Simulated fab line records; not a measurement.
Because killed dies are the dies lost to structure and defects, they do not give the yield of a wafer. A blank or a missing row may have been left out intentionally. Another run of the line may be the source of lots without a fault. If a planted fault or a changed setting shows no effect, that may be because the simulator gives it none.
fab line records | flow n5-finfet
[record] lots = 7 wafers = 39
route steps=1938 shown PAD_METAL@1895 PASSIVATION@1897
start-h: hours from the record's first day to the start of the lot's first wafer shown | wait-h: time in hours since the lot's previous step | " the same as in the row above | L1.1+2: a single row standing in for several wafers | - no value, or no start given | * or withheld: withheld | < > ~ a bound
route shown NAME@n: names a module that has steps shown in the file, with the first one's number in the route | usual: mean and standard deviation over wafers with no fault | same: alike in all rows | chamber/n: place in a boat | sites: the reading at each site | _std_site: standard deviation across them | _edge_site: inner sites' mean taken away from outer sites' mean | radius-mm: for every site, how far away it sits from the centre of the wafer | mask NAME#n: copy n | behind: tool/chamber where the wafer was last shaped | hold: why the lot was held/for how many hours/how that ended | device: names the non-switching transistor (n, p or np) | end of line: at the end of the route, the tests of the same wafers | step lacking rows: just its recipe | killed: the dies lost at the first sort to structure and to defects; this is not the yield of the wafer | map: per-die view of a wafer (x killed, . not killed, _ where there is no die)
set.NAME: setting as actually run; set.NAME@STEP: the setting as run at that earlier step | model.NAME: the simulator's own value behind a step, which no gauge read
lots with deliberately changed settings; one table per step, one row per wafer
[[steps]]
[step N5_PASSIVATION_SPUTTER_20]
[recipe] material = TaN target-thk-a = 500 temp-c = 25 chamber-pressure-pa = 0.4
// columns lot.wafer tool chamber start-h wait-h set.target-thk-a model.TaN_of_PASSIVATION_SPUTTER_20.thk-nm
L074.1 pvd-sputter-01 - 259.03 0.0 500 51
L074.2 " - " " 405.4 41
L074.3 " - " " 405.4 41.2
L074.4 " - " " 405.4 40.4
L074.5 " - " " 500 49.8
L074.6 " - " " 500 50.2
L075.1 pvd-sputter-03 - 270.70 0.0 500 50
L075.2 " - " " 631.3 64
L075.3+5 " - " " 631.3 63
L075.4 " - " " 500 49.8
L075.6 " - " " 500 49.6
L084.1+4+5 pvd-sputter-03 - 331.84 0.0 500 50
L084.2+3 " - " " 500 49.6
L084.6 " - " " 500 49.4
L087.2 pvd-sputter-02 - 345.30 0.0 500 50.4
L087.3 " - " " 500 49.4
L087.4 " - " " 500 49.8
L086.1+4+5 pvd-sputter-02 - 346.00 0.0 500 50.2
L086.2+3+6 " - " " 500 50.6
L089.1 pvd-sputter-01 - 367.83 0.0 500 49
L089.2 " - " " 500 49.4
L089.3 " - " " 714 71.8
L089.4+5 " - " " 714 71.4
L089.6 " - " " 500 49.2
L091.1+6 pvd-sputter-01 - 377.28 0.0 500 50.2
L091.2+5 " - " " 751.7 74.6
L091.3 " - " " 751.7 75.2
L091.4 " - " " 500 50.8
[step N5_PASSIVATION_AL_DEP_21]
[recipe] material = Al target-thk-a = 28000 temp-c = 400 time-s = 170 power-w = 30000 chamber-pressure-pa = 0.4 gas = Ar
[step N5_PASSIVATION_HMDS_23]
[recipe] time-s = 60 temp-c = 120
[step N5_PASSIVATION_SRD_72]
[recipe] dry = ipa-marangoni time-s = 30 temp-c = 23 rinse-liquid = diw
[step N5_PASSIVATION_ANNEAL_56]
[recipe] temp-c = 400 time-s = 1800 ambient = FGA idle-temp-c = 300 ramp-up-c-per-min = 5 ramp-down-c-per-min = 3
[step N5_PASSIVATION_PROBE_49]
[usual] defect-limited-yield = 91.4/1.5 killed_at_M0_to_M3 = 35/11 killed_at_M4_up = 16/7 killed-at-contacts = 11/5.3 killed-at-front-end = 37/11 killed-at-other = 3.1/2.8 killed-dies = 102/18 killed-open = 69/15 killed-short = 31/7.8 sort_bin_5_function = 5.1/1.1 sort_bin_6_memory = 3.2/0.69 sort_bin_8_speed = 0.00/0.016 sort-n-pass = 1078/18
[same] gross-dies = 1180 killed-at-back-side = 0 sort_bin_4_leakage[%] = 0
// columns lot.wafer tool chamber start-h wait-h set.target-thk-a@PASSIVATION_SPUTTER_20 defect-limited-yield[%] killed_at_M0_to_M3 killed_at_M4_up killed-at-contacts killed-at-front-end killed-at-other killed-dies killed-open killed-short sort_bin_5_function[%] sort_bin_6_memory[%] sort_bin_8_speed[%] sort-n-pass
L074.1 prober-02 - 265.34 0.0 500 89.7 28 24 12 55 2 121 69 48 6.5 3.1 0.08 1059
L074.2 prober-02 - 265.39 0.1 405.4 90.9 31 20 9 42 5 107 77 24 5.1 3.5 0.34 1073
L074.3 prober-02 - 265.44 0.1 405.4 91.0 19 19 22 43 3 106 74 31 4.8 3.6 0 1074
L074.4 prober-02 - 265.49 0.2 405.4 90.1 35 15 15 50 2 117 82 33 5.8 3.8 0 1063
L074.5 prober-02 - 265.54 0.2 500 90.3 22 23 17 53 0 115 77 33 5.2 4.0 0.25 1065
L074.6 prober-02 - 265.59 0.3 500 89.8 36 21 10 43 10 120 85 35 5.6 4.0 0 1060
L075.1 prober-01 - 276.97 0.0 500 0 26 1113 8 26 7 1180 49 23 97.0 2.7 0 0
L075.2 prober-01 - 277.02 0.1 631.3 71.9 35 101 3 40 153 332 50 39 8.8 6.6 0 848
L075.3 prober-01 - 277.07 0.1 631.3 79.0 37 11 10 22 168 248 51 28 4.1 3.1 0 932
L075.4 prober-01 - 277.12 0.2 500 87.2 26 86 9 28 2 151 47 29 7.8 4.7 0 1029
L075.5 prober-01 - 277.17 0.2 631.3 0 24 1130 6 18 2 1180 49 13 97.9 1.8 0 0
L075.6 prober-01 - 277.22 0.3 500 0 26 1110 9 29 6 1180 42 32 94.7 5.3 0 0
L084.1 prober-01 - 337.50 0.0 500 91.1 38 12 21 30 4 105 66 39 4.7 3.8 0 1075
L084.2 prober-01 - 337.55 0.1 500 92.3 20 22 7 41 1 91 61 30 4.5 2.7 0 1089
L084.3 prober-01 - 337.60 0.1 500 91.2 34 28 9 27 6 104 82 20 5.1 3.3 0 1076
L084.4 prober-01 - 337.65 0.2 500 91.4 37 10 11 38 6 102 67 33 4.7 3.7 0 1078
L084.5 prober-01 - 337.70 0.2 500 94.3 23 11 13 18 2 67 39 26 3.0 2.4 0 1113
L084.6 prober-01 - 337.75 0.3 500 92.8 26 14 9 33 3 85 62 19 3.7 3.4 0 1095
L087.2 prober-02 - 350.84 0.1 500 89.4 46 29 13 35 2 125 83 42 5.9 4.4 0 1055
L087.3 prober-02 - 350.89 0.1 500 90.3 45 22 14 30 3 114 82 30 5.6 3.9 0 1066
L087.4 prober-02 - 350.94 0.2 500 91.5 36 26 13 22 3 100 67 33 4.7 3.6 0 1080
L086.1 prober-02 - 352.64 0.0 500 86.1 53 48 9 54 0 164 88 38 7.1 3.2 3.14 1016
L086.2 prober-02 - 352.69 0.1 500 85.9 42 71 13 37 3 166 84 22 5.5 3.4 5.25 1012
L086.3 prober-02 - 352.74 0.1 500 87.3 51 36 11 50 2 150 96 27 8.0 4.7 0 1030
L086.4 prober-02 - 352.79 0.2 500 90.3 29 29 13 41 2 114 50 36 5.3 3.9 0 1066
L086.5 prober-02 - 352.84 0.2 500 90.6 15 33 8 52 3 111 66 22 5.5 3.6 0 1069
L086.6 prober-02 - 352.89 0.3 500 87.3 49 43 9 47 2 150 79 34 6.5 3.6 2.20 1030
L089.1 prober-01 - 373.63 0.0 500 84.5 28 85 15 44 11 183 79 36 9.9 5.1 0 997
L089.2 prober-01 - 373.68 0.1 500 82.0 46 101 16 47 2 212 79 44 11.0 6.6 0 968
L089.3 prober-01 - 373.73 0.1 714 0 41 19 12 28 1080 1180 75 41 5.8 3.7 0 0
L089.4 prober-01 - 373.78 0.2 714 0 55 10 17 35 1063 1180 75 47 6.6 3.3 0 0
L089.5 prober-01 - 373.83 0.2 714 0 37 92 13 35 1003 1180 71 26 9.5 5.8 0 0
L089.6 prober-01 - 373.88 0.3 500 91.5 43 15 10 28 4 100 65 33 4.5 3.8 0 1080
L091.1 prober-02 - 383.19 0.0 500 89.9 44 21 12 41 1 119 79 34 5.8 3.5 0 1061
L091.2 prober-02 - 383.24 0.1 751.7 0 45 9 8 51 1067 1180 72 38 5.3 3.6 0 0
L091.3 prober-02 - 383.29 0.1 751.7 0 38 10 9 41 1082 1180 67 29 5.3 2.7 0 0
L091.4 prober-02 - 383.34 0.2 500 90.1 42 20 3 42 10 117 82 32 5.7 4.2 0 1063
L091.5 prober-02 - 383.39 0.2 751.7 0 38 16 4 36 1086 1180 73 20 4.2 3.6 0 0
L091.6 prober-02 - 383.44 0.3 500 92.3 46 12 8 24 1 91 69 18 4.7 2.6 0 1089
// killed by level:class
L074.1 FIN_SAQP:geometric-particle:open=20 FIN_SAQP:geometric-particle:short=17 BEOL_M4:geometric-particle:open=13 MOL_CONTACT_COAG:geometric-particle:open=8 BEOL_M0_SAQP:geometric-particle:short=8 BEOL_M1:geometric-particle:short=5 STI_FIN_REVEAL:geometric-particle:open=4 BEOL_M0:geometric-particle:open=4
L074.2 FIN_SAQP:geometric-particle:open=15 BEOL_M1:geometric-particle:open=9 BEOL_M4:geometric-particle:open=9 MOL_CONTACT_COAG:geometric-particle:open=8 BEOL_M2:geometric-particle:open=8 FIN_SAQP:geometric-particle:short=5 BEOL_M3:geometric-particle:open=5 BEOL_M0:geometric-particle:open=4
L074.3 MOL_CONTACT_COAG:geometric-particle:open=18 FIN_SAQP:geometric-particle:open=10 STI_FIN_REVEAL:geometric-particle:open=6 BEOL_M2:geometric-particle:open=6 FIN_SAQP:geometric-particle:short=5 BEOL_M5:geometric-particle:open=5 MOL_CONTACT_COAG:geometric-particle:short=4 STARTING-WAFER:geometric-particle:open=4
L074.4 FIN_SAQP:geometric-particle:open=14 FIN_SAQP:geometric-particle:short=14 MOL_CONTACT_COAG:geometric-particle:open=12 BEOL_M0_SAQP:geometric-particle:open=10 STI_FIN_REVEAL:geometric-particle:open=8 BEOL_M1:geometric-particle:open=7 BEOL_M0_SAQP:geometric-particle:short=5 BEOL_M0:geometric-particle:open=5
L074.5 MOL_CONTACT_COAG:geometric-particle:open=15 FIN_SAQP:geometric-particle:open=14 FIN_SAQP:geometric-particle:short=11 BEOL_M1:geometric-particle:open=8 STI_FIN_REVEAL:geometric-particle:open=7 BEOL_M4:geometric-particle:open=7 BEOL_M2:geometric-particle:open=6 BEOL_M5:geometric-particle:open=6
L074.6 FIN_SAQP:geometric-particle:open=17 MOL_CONTACT_COAG:geometric-particle:open=9 BEOL_M3:geometric-particle:open=8 BEOL_M4:geometric-particle:open=8 BEOL_M1:geometric-particle:open=7 DUMMY_GATE:geometric-particle:open=6 BEOL_M0_SAQP:geometric-particle:short=6 BEOL_M4:geometric-particle:short=6
L075.1 BEOL_M4:area-ecd=1105 MOL_CONTACT_COAG:geometric-particle:open=8 BEOL_M2:geometric-particle:open=7 BEOL_M0_SAQP:geometric-particle:open=5 BEOL_M0_SAQP:geometric-particle:short=5 FIN_SAQP:geometric-particle:short=4 DUMMY_GATE:geometric-particle:open=4 BEOL_M3:geometric-particle:open=4
L075.2 PAD_METAL:area-sputter=149 BEOL_M14:interface-void-opened=94 BEOL_M0_SAQP:geometric-particle:open=11 GATE_CUT:geometric-particle:short=7 BEOL_M2:geometric-particle:open=6 BEOL_M0_SAQP:geometric-particle:short=6 ILD0:geometric-particle:open=5 BEOL_M2:geometric-particle:short=5
L075.3 PAD_METAL:area-sputter=162 BEOL_M2:geometric-particle:open=10 MOL_CONTACT_COAG:geometric-particle:open=7 BEOL_M0_SAQP:geometric-particle:short=6 BEOL_M0_SAQP:geometric-particle:open=6 BEOL_M3:geometric-particle:open=6 DUMMY_GATE:geometric-particle:open=5 FIN_SAQP:geometric-particle:short=4
L075.4 BEOL_M14:interface-void-opened=73 BEOL_M0_SAQP:geometric-particle:short=7 MOL_CONTACT_COAG:geometric-particle:open=6 BEOL_M4:geometric-particle:open=6 ILD0:geometric-particle:open=5 BEOL_M2:geometric-particle:open=5 ILD0:geometric-particle:short=4 BEOL_M0_SAQP:geometric-particle:open=4
L075.5 BEOL_M4:area-ecd=1118 BEOL_M1:geometric-particle:open=8 MOL_CONTACT_COAG:geometric-particle:open=6 BEOL_M0_SAQP:geometric-particle:open=6 BEOL_M2:geometric-particle:open=6 FIN_SAQP:geometric-particle:open=4 DUMMY_GATE:geometric-particle:open=4 BEOL_M4:geometric-particle:open=4
L075.6 BEOL_M4:area-ecd=994 BEOL_M14:interface-void-opened=110 BEOL_M1:geometric-particle:open=9 MOL_CONTACT_COAG:geometric-particle:open=6 FIN_SAQP:geometric-particle:short=5 STARTING-WAFER:geometric-particle:open=5 DUMMY_GATE:geometric-particle:open=4 BEOL_M0_SAQP:geometric-particle:short=4
L084.1 MOL_CONTACT_COAG:geometric-particle:open=16 BEOL_M3:geometric-particle:open=9 FIN_SAQP:geometric-particle:short=8 BEOL_M1:geometric-particle:open=7 BEOL_M1:geometric-particle:short=7 BEOL_M4:geometric-particle:open=6 FIN_SAQP:geometric-particle:open=5 GATE_CUT:geometric-particle:short=5
L084.2 FIN_SAQP:geometric-particle:open=12 BEOL_M4:geometric-particle:open=10 FIN_SAQP:geometric-particle:short=7 BEOL_M2:geometric-particle:open=7 MOL_CONTACT_COAG:geometric-particle:open=4 DUMMY_GATE:geometric-particle:open=3 SPACER0:geometric-particle:short=3 MOL_CONTACT_COAG:geometric-particle:short=3
L084.3 BEOL_M4:geometric-particle:open=15 BEOL_M3:geometric-particle:open=9 STI_FIN_REVEAL:geometric-particle:open=8 MOL_CONTACT_COAG:geometric-particle:open=8 BEOL_M2:geometric-particle:open=8 BEOL_M1:geometric-particle:open=6 BEOL_M6:geometric-particle:open=4 FIN_SAQP:geometric-particle:short=3
L084.4 FIN_SAQP:geometric-particle:short=13 MOL_CONTACT_COAG:geometric-particle:open=11 FIN_SAQP:geometric-particle:open=8 BEOL_M2:geometric-particle:open=8 BEOL_M0_SAQP:geometric-particle:open=7 STI_FIN_REVEAL:geometric-particle:open=5 BEOL_M1:geometric-particle:open=5 BEOL_M3:geometric-particle:open=5
L084.5 MOL_CONTACT_COAG:geometric-particle:open=10 FIN_SAQP:geometric-particle:short=5 FIN_SAQP:geometric-particle:open=5 BEOL_M0:geometric-particle:open=4 BEOL_M1:geometric-particle:open=4 BEOL_M2:geometric-particle:short=4 GATE_CUT:geometric-particle:short=3 MOL_CONTACT_COAG:geometric-particle:short=3
L084.6 BEOL_M2:geometric-particle:open=8 FIN_SAQP:geometric-particle:short=7 MOL_CONTACT_COAG:geometric-particle:open=7 FIN_SAQP:geometric-particle:open=6 BEOL_M0_SAQP:geometric-particle:open=5 BEOL_M3:geometric-particle:open=4 BEOL_M1:geometric-particle:open=4 BEOL_M4:geometric-particle:open=4
L087.2 BEOL_M4:geometric-particle:open=14 BEOL_M3:geometric-particle:open=13 MOL_CONTACT_COAG:geometric-particle:open=10 BEOL_M1:geometric-particle:open=9 GATE_CUT:geometric-particle:short=8 BEOL_M0_SAQP:geometric-particle:open=8 BEOL_M0_SAQP:geometric-particle:short=8 FIN_SAQP:geometric-particle:short=6
L087.3 BEOL_M4:geometric-particle:open=13 BEOL_M2:geometric-particle:open=11 MOL_CONTACT_COAG:geometric-particle:open=10 FIN_SAQP:geometric-particle:open=9 BEOL_M0_SAQP:geometric-particle:short=8 BEOL_M1:geometric-particle:open=8 BEOL_M3:geometric-particle:open=7 BEOL_M0_SAQP:geometric-particle:open=5
L087.4 BEOL_M4:geometric-particle:open=13 MOL_CONTACT_COAG:geometric-particle:open=11 FIN_SAQP:geometric-particle:short=7 BEOL_M1:geometric-particle:open=7 BEOL_M3:geometric-particle:open=7 BEOL_M0_SAQP:geometric-particle:short=6 BEOL_M0_SAQP:geometric-particle:open=5 BEOL_M5:geometric-particle:open=5
L086.1 BEOL_M4:area-ecd=37 BEOL_M3:geometric-particle:open=22 FIN_SAQP:geometric-particle:short=11 FIN_SAQP:geometric-particle:open=10 MOL_CONTACT_COAG:geometric-particle:open=9 BEOL_M1:geometric-particle:open=8 DUMMY_GATE:geometric-particle:open=7 BEOL_M2:geometric-particle:open=5
L086.2 BEOL_M4:area-ecd=60 MOL_CONTACT_COAG:geometric-particle:open=13 BEOL_M2:geometric-particle:open=12 STI_FIN_REVEAL:geometric-particle:open=11 BEOL_M1:geometric-particle:open=10 BEOL_M3:geometric-particle:open=6 FIN_SAQP:geometric-particle:short=5 BEOL_M0_SAQP:geometric-particle:open=5
L086.3 BEOL_M14:interface-void-opened=27 BEOL_M3:geometric-particle:open=21 BEOL_M0_SAQP:geometric-particle:open=10 MOL_CONTACT_COAG:geometric-particle:open=10 STI_FIN_REVEAL:geometric-particle:open=9 FIN_SAQP:geometric-particle:short=8 DUMMY_GATE:geometric-particle:open=8 BEOL_M2:geometric-particle:open=7
L086.4 BEOL_M14:interface-void-opened=19 BEOL_M3:geometric-particle:open=11 DUMMY_GATE:geometric-particle:open=9 MOL_CONTACT_COAG:geometric-particle:open=8 STI_FIN_REVEAL:geometric-particle:open=7 STARTING-WAFER:geometric-particle:short=7 BEOL_M0_SAQP:geometric-particle:short=6 DUMMY_GATE:geometric-particle:short=4
L086.5 BEOL_M14:interface-void-opened=17 FIN_SAQP:geometric-particle:open=11 GATE_CUT:geometric-particle:open=11 FIN_SAQP:geometric-particle:short=8 STI_FIN_REVEAL:geometric-particle:open=7 MOL_CONTACT_COAG:geometric-particle:open=7 BEOL_M3:geometric-particle:open=6 DUMMY_GATE:geometric-particle:open=5
L086.6 BEOL_M4:area-ecd=26 STI_FIN_REVEAL:geometric-particle:open=17 BEOL_M3:geometric-particle:open=13 BEOL_M2:geometric-particle:open=11 MOL_CONTACT_COAG:geometric-particle:open=7 BEOL_M0_SAQP:geometric-particle:short=7 BEOL_M4:geometric-particle:open=6 STI_FIN_REVEAL:geometric-particle:short=5
L089.1 BEOL_M14:interface-void-opened=68 FIN_SAQP:geometric-particle:open=12 MOL_CONTACT_COAG:geometric-particle:open=12 FIN_SAQP:geometric-particle:short=7 BEOL_M2:geometric-particle:open=7 BEOL_M4:geometric-particle:open=7 GATE_CUT:geometric-particle:open=6 GATE_CUT:geometric-particle:short=5
L089.2 BEOL_M14:interface-void-opened=88 FIN_SAQP:geometric-particle:open=16 MOL_CONTACT_COAG:geometric-particle:open=12 BEOL_M0_SAQP:geometric-particle:open=10 BEOL_M2:geometric-particle:open=10 FIN_SAQP:geometric-particle:short=9 STI_FIN_REVEAL:geometric-particle:open=7 BEOL_M0_SAQP:geometric-particle:short=7
L089.3 PAD_METAL:area-sputter=1064 MOL_CONTACT_COAG:geometric-particle:open=10 BEOL_M2:geometric-particle:open=9 BEOL_M3:geometric-particle:open=8 BEOL_M4:geometric-particle:open=7 FIN_SAQP:geometric-particle:open=6 DUMMY_GATE:geometric-particle:open=6 BEOL_M0_SAQP:geometric-particle:short=5
L089.4 PAD_METAL:area-sputter=1058 MOL_CONTACT_COAG:geometric-particle:open=17 BEOL_M3:geometric-particle:open=12 GATE_CUT:geometric-particle:short=11 BEOL_M0_SAQP:geometric-particle:short=11 BEOL_M2:geometric-particle:open=10 BEOL_M2:geometric-particle:short=7 FIN_SAQP:geometric-particle:open=5
L089.5 PAD_METAL:area-sputter=999 BEOL_M14:interface-void-opened=84 MOL_CONTACT_COAG:geometric-particle:open=10 BEOL_M3:geometric-particle:open=10 BEOL_M1:geometric-particle:open=8 STI_FIN_REVEAL:geometric-particle:open=7 BEOL_M0_SAQP:geometric-particle:open=6 FIN_SAQP:geometric-particle:short=5
L089.6 BEOL_M3:geometric-particle:open=10 MOL_CONTACT_COAG:geometric-particle:open=8 BEOL_M2:geometric-particle:open=8 BEOL_M0_SAQP:geometric-particle:open=7 BEOL_M4:geometric-particle:open=6 BEOL_M1:geometric-particle:open=5 FIN_SAQP:geometric-particle:open=4 BEOL_M1:geometric-particle:short=4
L091.1 BEOL_M1:geometric-particle:open=15 BEOL_M2:geometric-particle:open=11 MOL_CONTACT_COAG:geometric-particle:open=10 DUMMY_GATE:geometric-particle:open=7 BEOL_M4:geometric-particle:open=7 STI_FIN_REVEAL:geometric-particle:open=6 FIN_SAQP:geometric-particle:short=4 GATE_CUT:geometric-particle:short=4
L091.2 PAD_METAL:area-sputter=1067 GATE_CUT:geometric-particle:short=13 BEOL_M1:geometric-particle:open=12 STI_FIN_REVEAL:geometric-particle:open=10 BEOL_M2:geometric-particle:open=10 DUMMY_GATE:geometric-particle:open=8 MOL_CONTACT_COAG:geometric-particle:open=8 BEOL_M3:geometric-particle:open=7
L091.3 PAD_METAL:area-sputter=1082 BEOL_M1:geometric-particle:open=9 BEOL_M2:geometric-particle:open=9 MOL_CONTACT_COAG:geometric-particle:open=8 STI_FIN_REVEAL:geometric-particle:open=6 GATE_CUT:geometric-particle:short=5 BEOL_M0_SAQP:geometric-particle:short=5 BEOL_M3:geometric-particle:open=5
L091.4 BEOL_M3:geometric-particle:open=11 BEOL_M2:geometric-particle:open=9 BEOL_M4:geometric-particle:open=9 FIN_SAQP:geometric-particle:open=8 BEOL_M1:geometric-particle:open=6 FIN_SAQP:geometric-particle:short=5 STI_FIN_REVEAL:geometric-particle:open=5 ILD0:geometric-particle:open=4
L091.5 PAD_METAL:area-sputter=1085 BEOL_M1:geometric-particle:open=13 BEOL_M2:geometric-particle:open=10 FIN_SAQP:geometric-particle:open=7 BEOL_M4:geometric-particle:open=7 FIN_SAQP:geometric-particle:short=6 STI_FIN_REVEAL:geometric-particle:open=5 DUMMY_GATE:geometric-particle:open=5
L091.6 BEOL_M1:geometric-particle:open=13 BEOL_M2:geometric-particle:open=8 BEOL_M0_SAQP:geometric-particle:open=8 BEOL_M3:geometric-particle:open=8 MOL_CONTACT_COAG:geometric-particle:open=7 BEOL_M0_SAQP:geometric-particle:short=4 STI_FIN_REVEAL:geometric-particle:open=3 DUMMY_GATE:geometric-particle:open=3
[[key]]
[split] step = N5_PASSIVATION_SPUTTER_20 setting = target-thk-a stated = 500 by = wafer
[response] step = N5_PASSIVATION_SPUTTER_20 reading = model.TaN_of_PASSIVATION_SPUTTER_20.thk-nm change = +0.502 per = 1% r = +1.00
[response] step = N5_PASSIVATION_PROBE_49 reading = killed-at-other shape = bent at-lowest = 3.3 at-stated = 3.6 at-highest = 1078.3
